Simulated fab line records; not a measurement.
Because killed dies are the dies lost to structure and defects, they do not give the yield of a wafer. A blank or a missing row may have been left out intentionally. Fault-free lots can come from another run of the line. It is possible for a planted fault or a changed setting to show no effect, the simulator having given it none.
The tool behind it: which one? | flow n5 finfet | 18 wafers sampled from 6 lots at 1 step of a route of 1938

WHAT THE GAUGES SHOWED, per wafer
N5_BEOL_M12_RS_MEAS_54: measures by four-point-probe.
lot  | measured     | on            | M12_RS (ohm/sq)
L744 | day 13 10:32 | film metro-01 | 0.0585 0.0591 0.0616
L743 | day 13 16:45 | film metro-01 | 0.0603 0.0594 0.0597
L747 | day 14 01:10 | film metro-02 | 0.0615 0.0608 0.0606
L756 | day 17 05:14 | film metro-02 | 0.0610 0.0593 0.0602
L759 | day 18 13:23 | film metro-02 | 0.0602 0.0589 0.0598
L763 | day 19 09:28 | film metro-01 | 0.0609 0.0602 0.0605

TOOL THAT RAN EACH LOT (tool first, then ch and the chambers of the sampled wafers, then the start)
Before these readings, the record contains no process step.

THE ANSWER, worked out from the rows above alone
Rule: usual is defined by the lots themselves. The widest of any qualifying gaps counts: lots, ordered by their means at a reading, are off when they make up no more than a third of the lots, leave a main group of 4 or more, and stand apart from it by 3 or more times the standard deviation of that group's means. The tables above print the reading to a certain number of digits; a main group whose means all agree to those digits is not used. A lot without any number at a reading at which 4 lots or more have one is off too. Any other lot the step has rows for is counted as sound.
Nothing can be told from this: no lot is off at any reading shown.

WHAT HAD BEEN PUT IN BY THE SIMULATOR
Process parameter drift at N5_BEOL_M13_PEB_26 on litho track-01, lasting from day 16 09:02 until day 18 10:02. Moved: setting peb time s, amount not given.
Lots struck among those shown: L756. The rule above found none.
